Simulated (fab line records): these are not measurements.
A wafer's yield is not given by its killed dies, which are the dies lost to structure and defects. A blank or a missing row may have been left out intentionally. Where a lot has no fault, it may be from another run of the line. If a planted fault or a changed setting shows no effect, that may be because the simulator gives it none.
Struck lot and sound lot, side by side    flow nand_harc    14 out of 1302 route steps
Sound: these wafers, L445.2, L445.4, L445.5. Struck: wafer L462.6; the same lot's L462.3 was not struck, so it is left out; see the end for the cause.
Each step with rows lists, per side, the tool, then ch with its chambers, then its first start. Under that, the readings that differ: sound wafers    struck wafers    difference of the means    sigmas: that difference in standard deviations of wafers without a fault.
alike: readings whose means differ by less than 2 such deviations, and words and numbers that are the same on both sides. not compared: withheld readings, readings that some wafer has no value for, bounds like >300 that may hide the same value, and numbers for which the record gives no deviation and whose values overlap.
A row with sigmas, a row that says differs or no value, or rows on one side alone: a step with any of these is where the two part. Non-overlapping numbers with no deviation appear without sigmas and do not part them. A reading missing from all wafers of one side parts the sides only when that side holds two or more wafers.

NHARC_A_ZERO_WELL_INSPECT_17:
  struck on defect_inspect-02, day 15 17:16; sound on defect_inspect-01, day 8 11:25
  alike: raw_defect_count
then, 3 steps without rows for these wafers: NHARC_A_SOURCE_PLATE_PRECLEAN_00 (cleans in HF-LAST, time 60 s); NHARC_A_SOURCE_PLATE_SRD_01; NHARC_A_SOURCE_PLATE_OXIDE_02 (material SiO2, target thk 10 nm, ox time 1362 s).
NHARC_A_SOURCE_PLATE_THK_MEAS_09: measures by ellipsometry.
  struck on film_metro-02, day 16 00:34; sound on film_metro-02, day 8 18:41
  alike: thk_nm
then, 3 steps without rows for these wafers: NHARC_A_SOURCE_PLATE_PVD_04 (deposits WSi2, target thk 50 nm); NHARC_A_SOURCE_PLATE_CVD_03 (deposits poly-Si, target thk 200 nm, time 4000 s); NHARC_A_SOURCE_PLATE_ANNEAL_05 (time 1800 s).
NHARC_A_SOURCE_PLATE_THK_MEAS_06: measures by ellipsometry.
  struck on film_metro-01, day 16 14:05; sound on film_metro-01, day 9 07:10
  alike: thk_nm
NHARC_A_SOURCE_PLATE_INSPECT_08:
  struck on defect_inspect-02, day 16 14:10; sound on defect_inspect-01, day 9 07:16
  alike: raw_defect_count
NHARC_A_ONON_D1_DEP_00: target thk 1000 nm.
  sound on pecvd_onon-03 ch 0, day 9 07:23; struck on pecvd_onon-03 ch 0, day 16 14:20
  alike: n2_flow_sccm
NHARC_A_ONON_D1_THK_MEAS_02: measures by ellipsometry.
  struck on film_metro-01, day 16 14:44; sound on film_metro-02, day 9 07:50
reading      sound           struck  difference  sigmas
thk_nm (nm)  1008 1007 1009  1077    +69         +8
then, 1 step without rows for these wafers: NHARC_A_ONON_D1_DEP_03 (target thk 1000 nm).
-- jump in the record: it breaks off in module A_ONON_D1 and resumes in module END (first step shown: number 1302 of the route), and 17 days separate the struck wafers' starts before and after --
NHARC_END_SORT_01:
  sound on prober-02 ch 0, day 25 18:22; struck on prober-01 ch 0, day 33 14:52
reading          sound       struck  difference  sigmas
killed_at_array  102 75 99   674     +582        +34
killed_dies      104 80 106  677     +580        +34
  alike: killed_at_other, killed_at_periphery, killed_open, killed_short

WHERE THEY PART
First at NHARC_A_ONON_D1_THK_MEAS_02; last, within this record, at NHARC_END_SORT_01.

WHY: what had been put in by the simulator
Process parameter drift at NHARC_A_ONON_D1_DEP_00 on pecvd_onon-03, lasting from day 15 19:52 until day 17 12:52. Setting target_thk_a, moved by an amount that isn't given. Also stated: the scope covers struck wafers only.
